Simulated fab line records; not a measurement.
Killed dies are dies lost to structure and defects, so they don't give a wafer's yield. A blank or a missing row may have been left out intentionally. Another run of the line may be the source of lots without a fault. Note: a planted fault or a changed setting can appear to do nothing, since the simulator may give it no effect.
fab line records	flow nand_harc	part 2 of 2: steps 5 to 6 of 6
[record] lots = 24	wafers = 72	last_day = 33
route steps=1302 shown A_CHANNEL_FILL_D1@496 A_CHANNEL_HOLE_D2@597 A_CHANNEL_FILL_D2@628
lots that met no fault: taken from a fault-free run of the same line
start_h: start of the lot's first displayed wafer, in hours after the record's first day	wait_h: how many hours have passed since the lot's step before this one	" the same as in the row above	L1.1+2: several wafers, shown together as one row	- no value, or no start was given	* or withheld: withheld	< > ~ a bound
route shown NAME@n: a module of which the file shows steps, and the number in the route of the first	usual: average and standard deviation across the fault-free wafers	same: alike in all rows	chamber/n: place in a boat	sites: each site's reading	_std_site: the values' standard deviation	_edge_site: the outer-site mean with the inner-site mean subtracted	radius_mm: for every site, how far away it sits from the centre of the wafer	mask NAME#n: copy n	behind: the most recent tool/chamber to have shaped the wafer	hold: what put the lot on hold/how long, in hours/how the hold closed	device: transistor that didn't switch, given as n, p or np	end of line: tests of these same wafers at the route's end	where a step has no rows: the recipe by itself	killed: not the wafer's yield, but the dies lost to structure and defects at the first sort	map: a wafer's dies, marking killed ones x, the rest . and places with no die _
set.NAME: setting as actually run; set.NAME@STEP: the setting as run at that earlier step	model.NAME: the simulator's own value behind a step, which no gauge read
route steps across a sampled set of lots; one table per step, one row per wafer
services: when a tool's chamber went out of use (start_h, in hours from the record's first day, below 0 if earlier), for how many hours, and the reason
[[steps]]
[step NHARC_A_CHANNEL_FILL_D2_STRIP_29]
[recipe] time_s = 20	o2_flow_sccm = 500	ar_flow_sccm = 0	bias_w = 0	chemistry = O2
[usual] drypump_motor_current_A = 5.5/0.41	o2_flow_sccm = 499.9/1.5	oes_product_au = 0.997/0.0098	rf_vpp_V = 57.8/0.92	showerhead_plenum_p_Torr = 3.52/0.16	throttle_valve_pct = 17.036/0.0089
lot.wafer	tool	chamber	start_h	wait_h	drypump_motor_current_A	o2_flow_sccm	oes_product_au	rf_hours_counter_h	rf_vpp_V	showerhead_plenum_p_Torr	throttle_valve_pct
L075.3	rie_diel-10	2	365.24	0.2	5.9	500.8	0.988	3	56.8	3.45	17.047
L075.2	"	3	"	"	5.0	498.3	1.011	4	58.2	3.74	17.040
L075.6	"	2	"	"	5.9	500.6	0.994	-	57.9	3.45	17.039
L074.3	rie_diel-10	2	365.30	0.1	5.9	497.1	1.005	3	57.3	3.45	17.046
L074.1	"	1	"	"	5.7	498.9	1.005	4	56.2	3.33	17.036
L074.4	"	1	"	"	5.7	498.7	1.002	-	56.8	3.33	17.030
L076.3	rie_diel-10	0	-	-	5.7	500.9	0.989	3	57.3	3.57	17.028
L076.2	"	2	"	"	5.9	501.4	1.000	4	59.0	3.45	17.033
L076.5	"	0	"	"	5.7	500.9	0.982	-	58.9	3.57	17.045
L077.2	rie_diel-10	0	-	-	5.7	500.4	0.988	3	58.7	3.57	17.046
L077.5	"	0	"	"	5.7	500.4	0.991	-	58.8	3.56	17.036
L077.6	"	1	"	"	5.7	498.3	1.011	-	56.3	3.33	17.031
L079.1	rie_diel-10	1	-	-	5.7	500.2	0.997	4	58.3	3.33	17.043
L079.6	"	1	"	"	5.7	502.0	1.005	-	56.1	3.33	17.032
L079.5	"	2	"	"	5.9	498.0	0.995	-	56.5	3.45	17.034
L078.3	rie_diel-06	2	-	-	5.9	497.8	1.009	3	59.0	3.79	17.048
L078.2	"	1	"	"	5.3	499.6	0.982	2	58.1	3.67	17.031
L078.6	"	3	"	"	4.8	499.9	1.007	-	58.3	3.41	17.035
L080.2	rie_diel-10	2	-	-	5.9	501.3	0.995	5	56.7	3.45	17.026
L080.1	"	0	"	"	5.7	500.4	0.988	4	59.6	3.56	17.025
L080.6	"	2	"	"	5.9	500.0	0.998	-	56.9	3.45	17.026
L082.3	rie_diel-10	3	-	-	5.0	499.1	1.010	5	58.8	3.74	17.026
L082.1	"	1	"	"	5.6	501.5	1.015	5	57.6	3.33	17.046
L082.6	"	3	"	"	5.0	500.6	1.015	-	57.0	3.74	17.032
L081.3	rie_diel-13	3	-	-	5.8	499.9	1.004	17	57.3	3.51	17.039
L081.1	"	0	"	"	5.4	498.3	0.997	15	57.9	3.26	17.030
L081.6	"	3	"	"	5.8	499.8	0.996	-	57.2	3.51	17.039
L083.1	rie_diel-10	3	-	-	5.0	500.7	0.998	1	57.3	3.74	17.038
L083.6	"	0	"	"	5.7	500.8	1.002	-	58.1	3.56	17.024
L083.5	"	1	"	"	5.7	497.3	0.994	-	57.5	3.33	17.031
L084.3	rie_diel-10	1	-	-	5.7	500.1	0.985	1	58.4	3.33	17.033
L084.2	"	3	"	"	5.0	498.2	1.007	1	59.1	3.74	17.038
L084.1	"	0	"	"	5.6	498.5	0.998	1	59.0	3.56	17.027
L085.1	rie_diel-10	0	-	-	5.7	500.0	1.000	1	57.4	3.56	17.036
L085.4	"	2	"	"	5.9	500.8	0.998	1	59.4	3.45	17.044
L085.6	"	3	"	"	5.0	497.7	0.984	-	56.5	3.74	17.051
L087.2	rie_diel-10	0	-	-	5.7	502.2	0.999	1	57.3	3.56	17.043
L087.4	"	2	"	"	6.0	502.7	1.015	1	57.8	3.45	17.028
L087.1	"	3	"	"	5.0	502.9	0.992	1	56.7	3.74	17.042
L086.4	rie_diel-06	2	-	-	5.8	500.2	0.990	5	59.1	3.78	17.029
L086.2	"	1	"	"	5.3	502.7	0.991	5	59.0	3.67	17.037
L086.5	"	3	"	"	4.8	499.0	0.994	-	55.6	3.41	17.026
L088.4	rie_diel-10	3	-	-	5.0	501.5	1.001	1	60.0	3.74	17.025
L088.3	"	0	"	"	5.7	502.1	0.989	1	56.7	3.56	17.029
L088.6	"	3	"	"	5.0	503.1	0.984	-	57.8	3.74	17.024
L089.2	rie_diel-13	1	-	-	6.2	500.4	1.003	23	57.7	3.36	17.033
L089.1	"	2	"	"	6.3	499.3	1.007	25	57.3	3.35	17.037
L089.3	"	0	"	"	5.4	500.9	0.981	22	57.3	3.26	17.019
L090.1	rie_diel-10	0	-	-	5.6	502.3	1.005	2	57.4	3.56	17.042
L090.5	"	1	"	"	5.7	499.3	0.994	-	56.7	3.32	17.042
L090.6	"	2	"	"	5.9	500.3	1.001	-	57.8	3.45	17.030
L091.2	rie_diel-06	3	-	-	4.8	497.9	0.984	0	57.6	3.41	17.037
L091.5	"	2	"	"	5.9	499.0	1.008	-	59.5	3.79	17.022
L091.6	"	3	"	"	4.8	498.1	0.992	-	58.8	3.41	17.050
L092.2	rie_diel-06	3	-	-	4.8	500.4	0.994	1	58.6	3.41	17.034
L092.3	"	0	"	"	5.9	498.5	0.982	1	59.1	3.42	17.041
L092.4	"	2	"	"	5.8	498.0	0.997	1	57.2	3.78	17.023
L093.2	rie_diel-06	2	-	-	5.8	499.7	0.997	1	59.0	3.78	17.043
L093.1	"	1	"	"	5.3	501.2	0.982	1	59.0	3.67	17.033
L093.5	"	3	"	"	4.8	500.7	0.987	-	57.7	3.41	17.023
L094.3	rie_diel-10	0	535.33	0.2	5.7	502.2	0.992	3	57.1	3.56	17.045
L094.2	"	1	"	"	5.7	498.2	0.984	3	55.9	3.32	17.019
L094.5	"	0	"	"	5.7	500.0	0.990	-	59.7	3.56	17.015
L095.2	rie_diel-06	2	-	-	5.9	500.6	1.012	1	57.4	3.78	17.026
L095.1	"	3	"	"	4.7	499.3	1.003	1	56.3	3.41	17.036
L095.3	"	0	"	"	5.8	498.2	0.993	1	57.3	3.42	17.031
L097.2	rie_diel-06	1	-	-	5.3	501.3	1.007	2	58.5	3.67	17.053
L097.4	"	2	"	"	5.8	500.2	1.019	2	57.7	3.78	17.045
L097.6	"	1	"	"	5.3	500.6	0.998	-	56.5	3.67	17.041
L096.1	rie_diel-10	0	577.11	0.2	5.7	501.7	0.990	5	56.7	3.56	17.037
L096.2	"	3	"	"	5.0	499.7	0.984	4	56.7	3.74	17.028
L096.4	"	3	"	"	5.0	499.8	0.983	-	58.7	3.74	17.046
[step NHARC_A_CHANNEL_FILL_D2_RTA_24]
[recipe] temp_c = 1000	time_s = 5
[usual] lamp_power_pct = 27.5/0.51	lamp_zone_3_pct = 27.5/0.51	wafer_temp_C_max = 1003.7/0.8
lot.wafer	tool	chamber	start_h	wait_h	lamp_power_pct	lamp_zone_3_pct	wafer_temp_C_max
L074.1	rtp_anneal-02	0	371.47	0.0	28.0	28.0	1003.7
L074.3	"	0	"	"	28.0	28.0	1003.2
L074.4	"	0	"	"	28.0	28.0	1005.2
L075.2	rtp_anneal-01	0	371.48	0.1	27.0	27.0	1003.4
L075.3	"	0	"	"	27.0	27.0	1004.9
L075.6	"	0	"	"	26.9	26.9	1003.9
L076.2	rtp_anneal-02	0	382.51	0.6	28.0	28.0	1004.6
L076.3	"	0	"	"	28.0	28.0	1003.0
L076.5	"	0	"	"	28.0	28.0	1003.6
L077.2	rtp_anneal-02	0	387.78	0.1	28.0	28.1	1003.1
L077.5	"	0	"	"	28.1	28.0	1004.0
L077.6	"	0	"	"	28.0	28.0	1004.3
L079.1	rtp_anneal-01	0	395.15	0.1	27.0	27.0	1004.2
L079.5	"	0	"	"	27.0	27.0	1004.5
L079.6	"	0	"	"	26.9	27.0	1003.9
L078.2	rtp_anneal-02	0	409.35	0.1	28.0	28.0	1003.9
L078.3	"	0	"	"	28.0	28.0	1002.8
L078.6	"	0	"	"	28.0	28.1	1004.7
L080.1	rtp_anneal-01	0	413.40	0.0	27.0	27.0	1003.6
L080.2	"	0	"	"	27.0	27.0	1002.9
L080.6	"	0	"	"	27.0	27.0	1003.4
L082.1	rtp_anneal-01	0	424.91	0.0	27.0	27.0	1004.6
L082.3	"	0	"	"	27.0	27.0	1002.6
L082.6	"	0	"	"	27.1	27.0	1003.1
L081.1	rtp_anneal-02	0	428.61	0.0	28.0	28.0	1002.1
L081.3	"	0	"	"	28.0	28.1	1004.8
L081.6	"	0	"	"	28.0	28.0	1003.7
L083.1	rtp_anneal-02	0	452.69	0.0	28.0	28.0	1003.5
L083.5	"	0	"	"	28.0	28.0	1004.9
L083.6	"	0	"	"	28.0	28.0	1002.7
L084.1	rtp_anneal-01	0	456.17	0.0	27.0	27.0	1005.0
L084.2	"	0	"	"	27.0	27.0	1002.7
L084.3	"	0	"	"	27.0	27.0	1002.8
L085.1	rtp_anneal-01	0	468.55	0.0	27.0	27.0	1004.5
L085.4	"	0	"	"	27.0	27.0	1004.2
L085.6	"	0	"	"	27.1	27.0	1004.0
L087.1	rtp_anneal-02	0	484.99	0.0	28.0	28.0	1003.3
L087.2	"	0	"	"	28.0	28.1	1003.2
L087.4	"	0	"	"	28.1	28.1	1004.0
L086.2	rtp_anneal-01	0	485.12	0.1	27.0	27.0	1002.8
L086.4	"	0	"	"	27.0	27.0	1002.4
L086.5	"	0	"	"	27.0	27.0	1003.6
L088.3	rtp_anneal-01	0	493.21	0.1	27.0	27.0	1004.3
L088.4	"	0	"	"	27.0	27.0	1003.3
L088.6	"	0	"	"	27.0	27.0	1002.5
L089.1	rtp_anneal-02	0	496.33	0.0	28.1	28.1	1001.9
L089.2	"	0	"	"	28.0	28.0	1002.5
L089.3	"	0	"	"	28.0	28.0	1002.9
L090.1	rtp_anneal-01	0	503.64	0.0	26.9	26.9	1003.3
L090.5	"	0	"	"	26.9	27.0	1003.8
L090.6	"	0	"	"	26.9	27.0	1005.9
L091.2	rtp_anneal-01	0	522.87	0.2	27.0	27.0	1003.4
L091.5	"	0	"	"	27.0	27.0	1004.3
L091.6	"	0	"	"	27.0	27.1	1002.7
L092.2	rtp_anneal-02	0	532.18	0.1	28.0	28.0	1003.5
L092.3	"	0	"	"	28.0	28.1	1002.9
L092.4	"	0	"	"	28.0	28.0	1004.1
L093.1	rtp_anneal-02	0	535.93	0.0	28.0	28.0	1003.5
L093.2	"	0	"	"	28.0	28.0	1004.0
L093.5	"	0	"	"	28.0	28.0	1005.1
L094.2	rtp_anneal-01	0	542.61	0.1	26.9	27.0	1003.5
L094.3	"	0	"	"	27.0	26.9	1002.9
L094.5	"	0	"	"	27.0	27.0	1003.2
L095.1	rtp_anneal-01	0	569.14	0.0	27.0	27.0	1003.3
L095.2	"	0	"	"	27.0	27.0	1003.8
L095.3	"	0	"	"	27.0	27.0	1003.7
L096.1	rtp_anneal-01	0	583.19	0.0	27.0	27.0	1003.5
L096.2	"	0	"	"	27.0	27.0	1002.5
L096.4	"	0	"	"	27.0	27.0	1003.3
L097.2	rtp_anneal-02	0	583.21	0.1	28.0	28.0	1004.1
L097.4	"	0	"	"	28.0	28.1	1004.4
L097.6	"	0	"	"	28.0	28.0	1003.7
[[services]]
tool	chamber	start_h	hours	kind
rie_diel-06	0	216.88	1.4	repair
rie_diel-10	3	240.29	5.1	repair
rie_diel-10	-	242.62	9.0	pm
rie_diel-06	0	243.91	8.6	repair
rie_diel-10	0	255.63	13.8	repair
ald_hk-01	-	298.66	10.0	pm
rie_diel-06	-	307.20	9.0	pm
rie_diel-10	2	316.48	16.1	repair
rie_diel-10	1	317.88	5.4	repair
rie_diel-06	3	327.69	9.7	repair
rie_diel-10	0	364.48	3.3	repair
rtp_anneal-01	-	372.00	12.0	pm
har_etch-02	-	378.39	17.0	pm
rie_diel-06	1	381.09	6.5	repair
rie_diel-10	-	419.62	9.0	pm
rie_diel-06	0	455.82	9.0	repair
rie_diel-06	2	457.20	17.5	repair
rie_diel-06	2	483.81	6.5	repair
rie_diel-06	-	484.20	9.0	pm
rie_diel-10	3	529.86	30.9	repair
rie_diel-10	2	539.67	55.8	repair
har_etch-02	-	540.69	2.4	repair
rie_diel-10	1	553.58	7.2	repair
rie_diel-10	1	571.19	13.0	repair
